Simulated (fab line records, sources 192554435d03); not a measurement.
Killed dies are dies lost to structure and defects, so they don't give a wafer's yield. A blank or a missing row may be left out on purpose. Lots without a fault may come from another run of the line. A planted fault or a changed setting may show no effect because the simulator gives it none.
Which tool did it? | flow n5_finfet | 9 lots, 27 wafers sampled, at 6 steps of a route of 1938

WHAT THE GAUGES READ, wafer by wafer
N5_BEOL_M0_SAQP_CD_MEAS_29: target cd 14.4 nm.
lot  | measured     | on        | cd_nm (nm)
L864 | day 6 10:34  | cd_sem-01 | 14.80 15.11 14.90
L867 | day 7 05:17  | cd_sem-03 | 15.16 14.68 14.57
L869 | day 7 22:19  | cd_sem-03 | 15.10 14.97 15.25
L871 | day 8 09:44  | cd_sem-02 | 15.08 15.37 15.09
L874 | day 9 05:35  | cd_sem-01 | 14.57 15.01 14.67
L876 | day 9 13:05  | cd_sem-01 | 14.85 15.37 14.96
L877 | day 9 19:07  | cd_sem-02 | 14.69 14.87 14.80
L878 | day 9 22:02  | cd_sem-01 | 15.15 15.15 15.14
L879 | day 10 06:39 | cd_sem-02 | 14.81 15.09 14.96

N5_BEOL_M0_SAQP_OVL_MEAS_41.
lot  | measured     | on         | M0_CUT1_OVL (nm)
L864 | day 6 11:01  | overlay-02 | -1.4 -0.5 -0.5
L867 | day 7 05:37  | overlay-01 | -0.3 0.2 -0.9
L869 | day 7 22:40  | overlay-01 | -1.0 -0.2 -0.9
L871 | day 8 10:13  | overlay-02 | 0.0 -0.5 -0.1
L874 | day 9 06:04  | overlay-01 | 12.7 12.9 12.3
L876 | day 9 13:34  | overlay-02 | 11.9 12.8 12.3
L877 | day 9 19:36  | overlay-01 | -2.1 -1.6 -0.5
L878 | day 9 22:22  | overlay-01 | -0.1 0.0 -1.0
L879 | day 10 06:59 | overlay-02 | -0.3 -0.4 0.1

N5_BEOL_M4_RC_MEAS_101.
lot  | measured     | on        | DIBL_N (mV/V)  | DIBL_P (mV/V)  | IOFF_N (nA/um)    | IOFF_P (nA/um)    | ION_N (uA/um) | ION_P (uA/um) | SS_N (mV/dec)  | SS_P (mV/dec)  | VT_N (mV)   | VT_P (mV)
L864 | day 10 23:08 | prober-02 | 36.3 35.5 35.1 | 39.2 38.0 37.0 | 0.181 0.148 0.158 | 0.208 0.189 0.186 | 679 659 675   | 459 453 458   | 71.7 72.0 71.8 | 73.6 73.9 72.7 | 248 249 252 | -252 -253 -253
L867 | day 11 20:26 | prober-02 | 34.8 35.6 34.6 | 34.4 35.2 33.4 | 0.118 0.126 0.110 | 0.165 0.167 0.152 | 659 649 638   | 450 448 445   | 70.4 71.1 70.9 | 72.9 72.2 72.4 | 254 254 257 | -255 -256 -259
L869 | day 12 09:15 | prober-01 | 36.8 36.0 36.3 | 35.8 34.6 36.0 | 0.160 0.148 0.154 | 0.220 0.216 0.232 | 670 672 666   | 466 463 463   | 71.6 71.1 71.7 | 73.3 73.3 73.3 | 251 250 250 | -246 -245 -246
L871 | day 12 12:49 | prober-02 | 33.9 35.7 36.5 | 32.9 34.6 34.1 | 0.124 0.149 0.156 | 0.169 0.199 0.182 | 660 673 665   | 451 465 450   | 71.0 70.5 70.8 | 72.6 72.7 72.6 | 254 252 251 | -252 -251 -254
L874 | day 12 22:57 | prober-01 | 35.4 36.5 36.5 | 34.1 35.8 34.9 | 0.146 0.153 0.155 | 0.177 0.193 0.184 | 670 656 661   | 454 447 453   | 71.3 72.2 71.7 | 72.7 72.5 73.5 | 251 251 251 | -253 -252 -252
L876 | day 14 01:52 | prober-02 | 36.2 37.0 35.2 | 37.5 36.5 35.8 | 0.165 0.162 0.137 | 0.234 0.206 0.201 | 667 678 659   | 458 464 459   | 71.4 71.6 71.2 | 74.2 73.9 73.3 | 244 249 250 | -247 -249 -250
L877 | day 14 01:35 | prober-01 | 34.5 34.4 36.1 | 34.0 32.9 35.3 | 0.121 0.116 0.143 | 0.179 0.167 0.204 | 650 656 668   | 454 451 455   | 71.1 70.8 71.9 | 73.7 72.8 72.8 | 254 255 253 | -250 -255 -251
L878 | day 14 15:55 | prober-01 | 38.3 34.6 37.8 | 35.3 32.8 36.3 | 0.174 0.125 0.165 | 0.187 0.152 0.194 | 662 664 672   | 449 457 459   | 72.7 70.5 71.2 | 73.4 71.7 72.6 | 247 250 249 | -253 -254 -252
L879 | day 14 15:12 | prober-02 | 36.4 35.6 38.0 | 34.8 34.5 37.2 | 0.156 0.137 0.190 | 0.168 0.160 0.194 | 648 665 679   | 436 450 455   | 72.4 71.5 72.3 | 73.4 73.4 74.3 | 254 251 248 | -253 -254 -253

WHICH TOOL RAN EACH LOT (tool, then ch and the chambers of the sampled wafers, then the start)
lot  | N5_BEOL_M0_SAQP_ETCH_102         | N5_BEOL_M0_SAQP_EXPOSE_37         | N5_BEOL_M0_SAQP_STRIP_75
L864 | rie_si-03 ch 0,3, day 6 08:20    | euv_scanner-01 ch 0, day 6 10:52  | rie_diel-02 ch 0,2,3, day 6 12:01
L867 | rie_si-06 ch 1,2,3, day 7 03:40  | euv_scanner-01 ch 0, day 7 05:27  | rie_diel-06 ch 0,1,2, day 7 06:40
L869 | rie_si-02 ch 0,1,2, day 7 20:42  | euv_scanner-01 ch 0, day 7 22:30  | rie_diel-05 ch 0,3, day 7 23:44
L871 | rie_si-02 ch 0,1, day 8 07:02    | euv_scanner-01 ch 0, day 8 10:02  | rie_diel-06 ch 0,1,3, day 8 12:11
L874 | rie_si-02 ch 1,2, day 9 03:11    | euv_scanner-01 ch 0, day 9 05:54  | rie_diel-05 ch 1,2, day 9 07:25
L876 | rie_si-03 ch 1,2,3, day 9 11:15  | euv_scanner-01 ch 0, day 9 13:24  | rie_diel-02 ch 2,3, day 9 14:54
L877 | rie_si-03 ch 1,2,3, day 9 17:29  | euv_scanner-02 ch 0, day 9 19:26  | rie_diel-05 ch 0,1, day 9 20:44
L878 | rie_si-02 ch 1,2,3, day 9 20:25  | euv_scanner-02 ch 0, day 9 22:13  | rie_diel-02 ch 2,3, day 9 23:37
L879 | rie_si-02 ch 1,2,3, day 10 04:53 | euv_scanner-02 ch 0, day 10 06:49 | rie_diel-02 ch 2,3, day 10 08:09
- N5_BEOL_M0_SAQP_ETCH_102: etches SiO2 in CF4, target depth 4 nm, time 4.4 s.
- N5_BEOL_M0_SAQP_EXPOSE_37: exposes mask M0 CUT1, target cd 30 nm.
- N5_BEOL_M0_SAQP_STRIP_75: strips in CF4.

WHAT THE TOOLS THEMSELVES READ (means of the sampled wafers that have a number; where no wafer has one, the mark that the record gives instead)
N5_BEOL_M0_SAQP_ETCH_102.
lot  | tool      | drypump_motor_current_A (A) | oes_product_au (a.u.) | throttle_valve_pct (%)
L864 | rie_si-03 | 5.2                         | 1.002                 | 21.89
L867 | rie_si-06 | 5.9                         | 0.991                 | 21.74
L869 | rie_si-02 | 5.9                         | 1.018                 | 21.74
L871 | rie_si-02 | 5.6                         | 1.009                 | 21.70
L874 | rie_si-02 | 6.1                         | 1.016                 | 21.75
L876 | rie_si-03 | 5.3                         | 1.008                 | 21.55
L877 | rie_si-03 | 5.3                         | 1.004                 | 21.56
L878 | rie_si-02 | 5.7                         | 1.012                 | 21.87
L879 | rie_si-02 | 5.7                         | 1.014                 | 21.87

N5_BEOL_M0_SAQP_EXPOSE_37.
lot  | tool           | stage_msd_nm (nm)
L864 | euv_scanner-01 | 0.816
L867 | euv_scanner-01 | 0.814
L869 | euv_scanner-01 | 0.811
L871 | euv_scanner-01 | 0.809
L874 | euv_scanner-01 | 0.807
L876 | euv_scanner-01 | 0.808
L877 | euv_scanner-02 | 0.858
L878 | euv_scanner-02 | 0.858
L879 | euv_scanner-02 | 0.857

N5_BEOL_M0_SAQP_STRIP_75.
lot  | tool        | bias_power_w (W) | drypump_motor_current_A (A) | oes_product_au (a.u.) | rf_vpp_V (V) | showerhead_plenum_p_Torr (Torr) | throttle_valve_pct (%)
L864 | rie_diel-02 | 75.12            | 5.5                         | 0.185                 | 271.3        | 1.80                            | 13.54
L867 | rie_diel-06 | 75.11            | 5.9                         | 0.192                 | 270.7        | 1.76                            | 13.73
L869 | rie_diel-05 | 75.15            | 5.6                         | 0.165                 | 270.6        | 1.77                            | 13.73
L871 | rie_diel-06 | 75.05            | 5.9                         | 0.172                 | 269.4        | 1.72                            | 13.85
L874 | rie_diel-05 | 75.04            | 5.7                         | 0.160                 | 272.6        | 1.84                            | 13.75
L876 | rie_diel-02 | 74.96            | 5.2                         | 0.193                 | 270.7        | 1.79                            | 13.65
L877 | rie_diel-05 | 75.00            | 5.7                         | 0.180                 | 271.4        | 1.81                            | 13.57
L878 | rie_diel-02 | 75.06            | 5.3                         | 0.189                 | 270.4        | 1.75                            | 13.60
L879 | rie_diel-02 | 75.23            | 5.2                         | 0.193                 | 271.4        | 1.79                            | 13.66

THE ANSWER, worked out from the rows above alone
Rule: what is usual is taken from the lots themselves. Put in order of their means at a reading, lots are off if they are a third of the lots or fewer, leave a main group of 4 or more, and stand apart from it by a gap of 3 or more times the standard deviation of the main group's means; of several such gaps the widest counts. A main group whose means are all the same, to the digits that the tables above print for the reading, isn't used. A lot without any number at a reading at which 4 lots or more have one is off too. The other lots that the step has rows for count as sound. The gauges are gone through in route order, then the tools' own readings, and for those a lot's mean is taken as printed above. The first step at which some lot is off is used, and at that step the reading that is off furthest; a lot without a number counts as furthest.
Off: L874, L876, at N5_BEOL_M0_SAQP_OVL_MEAS_41 (M0_CUT1_OVL). The main group: mean -0.6 nm, standard deviation 0.4.
A tool fits if, at a process step before that reading, it ran every lot that is off, and no sound lot after the first of them. The gauges at N5_BEOL_M0_SAQP_OVL_MEAS_41 are tried like those tools. One fits: euv_scanner-01 at N5_BEOL_M0_SAQP_EXPOSE_37. Its last sound lot is L871 (day 8 10:02), its first lot that is off L874 (day 9 05:54): a fault that began between those two fits.

WHAT THE SIMULATOR HAD PUT IN
Scanner matching overlay: euv_scanner-01, from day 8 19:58 on, at N5_BEOL_M0_SAQP_EXPOSE_37. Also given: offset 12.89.
Lots struck among those shown: L874, L876. The rule above found the same.
